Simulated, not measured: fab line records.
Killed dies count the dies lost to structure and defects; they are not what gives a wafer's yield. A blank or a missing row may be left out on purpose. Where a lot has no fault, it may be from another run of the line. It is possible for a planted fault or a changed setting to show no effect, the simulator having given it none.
Matching of chambers :: flow nand harc :: rie diel-09 running NHARC_A_CHANNEL_HOLE_D1_ETCH_38: 4 sister chambers
The step etches the open film in CF4, target depth 39 nm, time 65 s. 8 wafers are shown with their chamber, then 9 later ones without.

WAFERS, EACH WITH ITS CHAMBER
wafer: L080.5
chamber: 2
drypump motor current A (A): 5.7
oes product au (a.u.): 1.000

wafer: L081.4
chamber: 0
drypump motor current A (A): 6.2
oes product au (a.u.): 1.007

wafer: L081.6
chamber: 0
drypump motor current A (A): 6.1
oes product au (a.u.): 1.018

wafer: L084.4
chamber: 2
drypump motor current A (A): 5.7
oes product au (a.u.): 0.991

wafer: L090.6
chamber: 1
drypump motor current A (A): 6.5
oes product au (a.u.): 1.003

wafer: L092.1
chamber: 1
drypump motor current A (A): 6.4
oes product au (a.u.): 1.013

wafer: L092.3
chamber: 3
drypump motor current A (A): 5.9
oes product au (a.u.): 1.001

wafer: L092.4
chamber: 3
drypump motor current A (A): 5.9
oes product au (a.u.): 1.011

WAFERS WITHOUT THEIR CHAMBER
wafer: L093.1
drypump motor current A (A): 5.9
oes product au (a.u.): 1.007

wafer: L093.2
drypump motor current A (A): 6.2
oes product au (a.u.): 1.017

wafer: L093.5
drypump motor current A (A): 6.5
oes product au (a.u.): 1.005

wafer: L095.2
drypump motor current A (A): 6.4
oes product au (a.u.): 1.007

wafer: L095.3
drypump motor current A (A): 6.2
oes product au (a.u.): 1.016

wafer: L095.6
drypump motor current A (A): 5.9
oes product au (a.u.): 1.005

wafer: L096.2
drypump motor current A (A): 5.9
oes product au (a.u.): 0.999

wafer: L096.3
drypump motor current A (A): 6.4
oes product au (a.u.): 1.016

wafer: L096.6
drypump motor current A (A): 5.9
oes product au (a.u.): 1.009

WHICH CHAMBER EACH ONE RAN IN
wafer: L093.1
from the rows above: 3
in truth: 3

wafer: L093.2
from the rows above: 0
in truth: 0

wafer: L093.5
from the rows above: 1
in truth: 1

wafer: L095.2
from the rows above: 1
in truth: 1

wafer: L095.3
from the rows above: 0
in truth: 0

wafer: L095.6
from the rows above: 3
in truth: 3

wafer: L096.2
from the rows above: 3
in truth: 3

wafer: L096.3
from the rows above: 1
in truth: 1

wafer: L096.6
from the rows above: 3
in truth: 3
Correctly placed: 9 of 9. From these rows, 0 cannot be placed. Placed wrongly: 0.
How it was worked out, from the rows above alone: a wafer's distance from a chamber is the root of the sum, over the readings, of the square of ((its reading less the chamber's mean) divided by the reading's scatter). If the next closest chamber is less than 2 further off than the closest, the wafer can't be placed; otherwise it belongs to the closest. A chamber's mean is the mean of its shown wafers. The scatter is the square root of a quotient: the sum, over the shown wafers, of each reading's squared deviation from its chamber's mean, divided by wafers minus chambers.
